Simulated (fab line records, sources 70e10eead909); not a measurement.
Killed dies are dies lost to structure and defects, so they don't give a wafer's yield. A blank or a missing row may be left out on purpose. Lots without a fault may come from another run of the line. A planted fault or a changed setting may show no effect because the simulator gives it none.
Chamber matching | flow nand_harc | NHARC_A_STAIRCASE_ETCH_313 on rie_diel-08: 4 sister chambers
The step etches the open film in CF4/CHF3. 24 wafers are shown with their chamber, then 12 later ones without.

WAFERS WITH THEIR CHAMBER
wafer  | chamber | showerhead_plenum_p_Torr (Torr) | drypump_motor_current_A (A) | rf_vpp_V (V)
L076.1 | 2       | 1.51                            | 6.0                         | 368.8
L076.5 | 2       | 1.51                            | 6.0                         | 367.7
L076.6 | 1       | 1.55                            | 5.5                         | 371.9
L074.2 | 2       | 1.51                            | 6.0                         | 368.1
L074.3 | 1       | 1.55                            | 5.5                         | 369.6
L074.4 | 0       | 1.48                            | 5.8                         | 367.5
L077.1 | 1       | 1.55                            | 5.5                         | 369.8
L077.5 | 0       | 1.48                            | 5.7                         | 367.2
L077.6 | 3       | 1.48                            | 5.5                         | 365.3
L081.1 | 3       | 1.48                            | 5.5                         | 366.3
L081.2 | 1       | 1.55                            | 5.5                         | 367.5
L081.6 | 1       | 1.55                            | 5.5                         | 368.9
L083.1 | 3       | 1.48                            | 5.6                         | 366.5
L083.3 | 2       | 1.51                            | 6.0                         | 368.9
L083.6 | 0       | 1.48                            | 5.7                         | 367.1
L086.1 | 3       | 1.48                            | 5.5                         | 366.7
L086.5 | 1       | 1.55                            | 5.5                         | 368.2
L086.6 | 2       | 1.50                            | 6.0                         | 367.5
L089.1 | 0       | 1.48                            | 5.7                         | 366.0
L089.5 | 0       | 1.48                            | 5.7                         | 365.7
L089.6 | 3       | 1.48                            | 5.5                         | 368.5
L090.4 | 0       | 1.48                            | 5.8                         | 367.5
L090.5 | 3       | 1.48                            | 5.5                         | 367.5
L090.6 | 2       | 1.50                            | 6.0                         | 368.5

SIGNATURES (means of the wafers above)
reading                  | chamber 0 | chamber 1 | chamber 2 | chamber 3 | scatter within a chamber
showerhead_plenum_p_Torr | 1.4800    | 1.5500    | 1.5067    | 1.4800    | 0.00258
drypump_motor_current_A  | 5.733     | 5.500     | 6.000     | 5.517     | 0.0329
rf_vpp_V                 | 366.833   | 369.317   | 368.250   | 366.800   | 1.06
Rule: a wafer's distance from a chamber is the root of the sum, over the readings, of the square of ((its reading less the chamber's mean) divided by the reading's scatter). The wafer belongs to the nearest chamber; if the next one is less than 2 further off, it can't be placed. The scatter: the root of (the sum of the squares of (reading less its chamber's mean) over the shown wafers, divided by (wafers less chambers)).

WAFERS WITHOUT THEIR CHAMBER
wafer  | showerhead_plenum_p_Torr (Torr) | drypump_motor_current_A (A) | rf_vpp_V (V)
L092.4 | 1.48                            | 5.8                         | 366.8
L092.5 | 1.50                            | 6.0                         | 367.4
L092.6 | 1.55                            | 5.5                         | 369.5
L091.1 | 1.55                            | 5.5                         | 370.7
L091.3 | 1.48                            | 5.8                         | 365.5
L091.4 | 1.50                            | 6.0                         | 369.0
L093.1 | 1.50                            | 6.0                         | 369.3
L093.3 | 1.48                            | 5.8                         | 367.6
L093.4 | 1.48                            | 5.5                         | 366.3
L097.1 | 1.55                            | 5.5                         | 369.0
L097.2 | 1.47                            | 5.8                         | 369.4
L097.4 | 1.47                            | 5.5                         | 366.6

WHICH CHAMBER EACH WENT THROUGH
wafer  | from the rows above | in truth
L092.4 | 0                   | 0
L092.5 | 2                   | 2
L092.6 | 1                   | 1
L091.1 | 1                   | 1
L091.3 | 0                   | 0
L091.4 | 2                   | 2
L093.1 | 2                   | 2
L093.3 | 0                   | 0
L093.4 | 3                   | 3
L097.1 | 1                   | 1
L097.2 | 0                   | 0
L097.4 | 3                   | 3
Placed correctly: 12 of 12. Can't be placed from these rows: 0. Placed wrongly: 0.
